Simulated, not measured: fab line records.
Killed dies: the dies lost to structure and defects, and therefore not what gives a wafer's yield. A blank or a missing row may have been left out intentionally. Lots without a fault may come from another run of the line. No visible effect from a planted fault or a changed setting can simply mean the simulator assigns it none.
Matching of chambers || flow nand_harc || 4 sister chambers for NHARC_A_BLC_ALD_23 on ald_metal-02
The step deposits TiN, target thk 3 nm, pulse time 1 s, ald cycles 150. 22 wafers are shown with their chamber, then 11 later ones without.

EACH WAFER AND ITS CHAMBER
{"wafer": "L075.3", "chamber": 3, "heater_power_outer_w (W)": 706, "heater_power_w (W)": 1121, "precursor_pulse_height_rel": 1.007}
{"wafer": "L075.4", "chamber": 2, "heater_power_outer_w (W)": 800, "heater_power_w (W)": 1167, "precursor_pulse_height_rel": 0.985}
{"wafer": "L075.5", "chamber": 3, "heater_power_outer_w (W)": 707, "heater_power_w (W)": 1093, "precursor_pulse_height_rel": 1.010}
{"wafer": "L074.2", "chamber": 0, "heater_power_outer_w (W)": 733, "heater_power_w (W)": 1121, "precursor_pulse_height_rel": 0.982}
{"wafer": "L074.3", "chamber": 1, "heater_power_outer_w (W)": 675, "heater_power_w (W)": 1032, "precursor_pulse_height_rel": 1.018}
{"wafer": "L074.6", "chamber": 0, "heater_power_outer_w (W)": 728, "heater_power_w (W)": 1095, "precursor_pulse_height_rel": 0.982}
{"wafer": "L080.1", "chamber": 0, "heater_power_outer_w (W)": 726, "heater_power_w (W)": 1136, "precursor_pulse_height_rel": 0.965}
{"wafer": "L080.5", "chamber": 1, "heater_power_outer_w (W)": 660, "heater_power_w (W)": 1006, "precursor_pulse_height_rel": 1.003}
{"wafer": "L080.6", "chamber": 3, "heater_power_outer_w (W)": 714, "heater_power_w (W)": 1078, "precursor_pulse_height_rel": 1.013}
{"wafer": "L077.3", "chamber": 3, "heater_power_outer_w (W)": 701, "heater_power_w (W)": 1088, "precursor_pulse_height_rel": 0.966}
{"wafer": "L077.5", "chamber": 0, "heater_power_outer_w (W)": 725, "heater_power_w (W)": 1098, "precursor_pulse_height_rel": 1.013}
{"wafer": "L077.6", "chamber": 1, "heater_power_outer_w (W)": 649, "heater_power_w (W)": 1000, "precursor_pulse_height_rel": 0.976}
{"wafer": "L083.2", "chamber": 3, "heater_power_outer_w (W)": 706, "heater_power_w (W)": 1116, "precursor_pulse_height_rel": 1.004}
{"wafer": "L083.3", "chamber": 0, "heater_power_outer_w (W)": 701, "heater_power_w (W)": 1117, "precursor_pulse_height_rel": 1.013}
{"wafer": "L083.4", "chamber": 2, "heater_power_outer_w (W)": 804, "heater_power_w (W)": 1164, "precursor_pulse_height_rel": 1.023}
{"wafer": "L086.2", "chamber": 1, "heater_power_outer_w (W)": 675, "heater_power_w (W)": 1030, "precursor_pulse_height_rel": 1.026}
{"wafer": "L086.3", "chamber": 0, "heater_power_outer_w (W)": 742, "heater_power_w (W)": 1132, "precursor_pulse_height_rel": 0.981}
{"wafer": "L086.5", "chamber": 2, "heater_power_outer_w (W)": 791, "heater_power_w (W)": 1211, "precursor_pulse_height_rel": 0.993}
{"wafer": "L087.2", "chamber": 1, "heater_power_outer_w (W)": 676, "heater_power_w (W)": 1015, "precursor_pulse_height_rel": 1.014}
{"wafer": "L087.3", "chamber": 3, "heater_power_outer_w (W)": 703, "heater_power_w (W)": 1118, "precursor_pulse_height_rel": 1.013}
{"wafer": "L087.5", "chamber": 2, "heater_power_outer_w (W)": 803, "heater_power_w (W)": 1235, "precursor_pulse_height_rel": 0.994}
{"wafer": "L091.1", "chamber": 0, "heater_power_outer_w (W)": 740, "heater_power_w (W)": 1152, "precursor_pulse_height_rel": 0.965}

SIGNATURES (means of the wafers above)
{"reading": "heater_power_outer_w", "chamber 0": 727.86, "chamber 1": 667.00, "chamber 2": 799.50, "chamber 3": 706.17, "scatter within a chamber": 10.3}
{"reading": "heater_power_w", "chamber 0": 1121.57, "chamber 1": 1016.60, "chamber 2": 1194.25, "chamber 3": 1102.33, "scatter within a chamber": 21.9}
{"reading": "precursor_pulse_height_rel", "chamber 0": 0.98586, "chamber 1": 1.00740, "chamber 2": 0.99875, "chamber 3": 1.00217, "scatter within a chamber": 0.0188}
Rule: for a wafer and a chamber, the distance is found by dividing, reading by reading, the gap between the wafer's reading and the chamber's mean by the reading's scatter, squaring, summing and taking the root. If the next closest chamber is less than 2 further off than the closest, the wafer can't be placed; otherwise it belongs to the closest. The scatter: take each reading less its chamber's mean, square it, sum over the shown wafers, divide by the number of wafers less the number of chambers, and take the root.

WAFERS MISSING THEIR CHAMBER
{"wafer": "L091.5", "heater_power_outer_w (W)": 707, "heater_power_w (W)": 1099, "precursor_pulse_height_rel": 0.960}
{"wafer": "L091.6", "heater_power_outer_w (W)": 806, "heater_power_w (W)": 1202, "precursor_pulse_height_rel": 0.967}
{"wafer": "L089.2", "heater_power_outer_w (W)": 654, "heater_power_w (W)": 1023, "precursor_pulse_height_rel": 0.976}
{"wafer": "L089.3", "heater_power_outer_w (W)": 738, "heater_power_w (W)": 1137, "precursor_pulse_height_rel": 0.997}
{"wafer": "L089.5", "heater_power_outer_w (W)": 737, "heater_power_w (W)": 1136, "precursor_pulse_height_rel": 1.023}
{"wafer": "L093.2", "heater_power_outer_w (W)": 793, "heater_power_w (W)": 1166, "precursor_pulse_height_rel": 1.045}
{"wafer": "L093.3", "heater_power_outer_w (W)": 718, "heater_power_w (W)": 1121, "precursor_pulse_height_rel": 0.988}
{"wafer": "L093.6", "heater_power_outer_w (W)": 672, "heater_power_w (W)": 1031, "precursor_pulse_height_rel": 1.015}
{"wafer": "L096.1", "heater_power_outer_w (W)": 666, "heater_power_w (W)": 1031, "precursor_pulse_height_rel": 1.010}
{"wafer": "L096.2", "heater_power_outer_w (W)": 738, "heater_power_w (W)": 1142, "precursor_pulse_height_rel": 0.991}
{"wafer": "L096.3", "heater_power_outer_w (W)": 695, "heater_power_w (W)": 1081, "precursor_pulse_height_rel": 0.991}

WHICH CHAMBER EACH WENT THROUGH
{"wafer": "L091.5", "from the rows above": "can't be placed: 3 or 0", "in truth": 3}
{"wafer": "L091.6", "from the rows above": 2, "in truth": 2}
{"wafer": "L089.2", "from the rows above": 1, "in truth": 1}
{"wafer": "L089.3", "from the rows above": 0, "in truth": 0}
{"wafer": "L089.5", "from the rows above": "can't be placed: 0 or 3", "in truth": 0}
{"wafer": "L093.2", "from the rows above": 2, "in truth": 2}
{"wafer": "L093.3", "from the rows above": "can't be placed: 0 or 3", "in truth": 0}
{"wafer": "L093.6", "from the rows above": 1, "in truth": 1}
{"wafer": "L096.1", "from the rows above": 1, "in truth": 1}
{"wafer": "L096.2", "from the rows above": 0, "in truth": 0}
{"wafer": "L096.3", "from the rows above": 3, "in truth": 3}
Correct placement for 8 of the 11. Unplaceable from these rows: 3, with the true chamber sitting among the candidates in 3. Wrongly placed: 0.
